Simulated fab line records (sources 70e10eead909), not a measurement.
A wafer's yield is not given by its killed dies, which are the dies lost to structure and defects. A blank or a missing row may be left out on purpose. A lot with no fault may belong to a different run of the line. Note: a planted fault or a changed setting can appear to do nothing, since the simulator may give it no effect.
Chamber matching -- flow nand harc -- NHARC_A_SGD_CUT_DEP_00 on pecvd-04: 3 sister chambers
The step deposits SiNx, target thk 50 nm. 6 wafers are shown with their chamber, then 8 later ones without.

## WAFERS WITH THEIR CHAMBER
wafer,chamber,heater power w (W)
L080.3,1,803
L083.5,2,684
L084.1,0,770
L084.4,2,686
L084.5,1,653
L088.4,0,707

## WAFERS WHOSE CHAMBER IS MISSING
wafer,heater power w (W)
L088.5,770
L088.6,633
L097.1,756
L097.2,652
L097.6,642
L096.2,863
L096.3,818
L096.5,684

## CHAMBER TAKEN BY EACH
wafer,from the rows above,in truth
L088.5,can't be placed: 0 or 1 or 2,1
L088.6,can't be placed: 2 or 1 or 0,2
L097.1,can't be placed: 0 or 1 or 2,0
L097.2,can't be placed: 2 or 1 or 0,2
L097.6,can't be placed: 2 or 1 or 0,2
L096.2,can't be placed: 0 or 1 or 2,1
L096.3,can't be placed: 0 or 1 or 2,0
L096.5,can't be placed: 2 or 1 or 0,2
0 of 8 placed correctly. Can't be placed from these rows: 8 (the true chamber is among the candidates in 8). Number placed wrongly: 0.
How it was worked out, from the rows above alone: a wafer's distance from a chamber is the root of the sum, over the readings, of the square of ((its reading less the chamber's mean) divided by the reading's scatter). The wafer belongs to the nearest chamber; if the next one is less than 2 further off, it can't be placed. For every chamber, the mean is computed from those of its wafers that are shown. How the scatter is found: for the shown wafers, subtract from each reading the mean of its chamber, square and add these, divide the total by (wafers less chambers), then take the root.
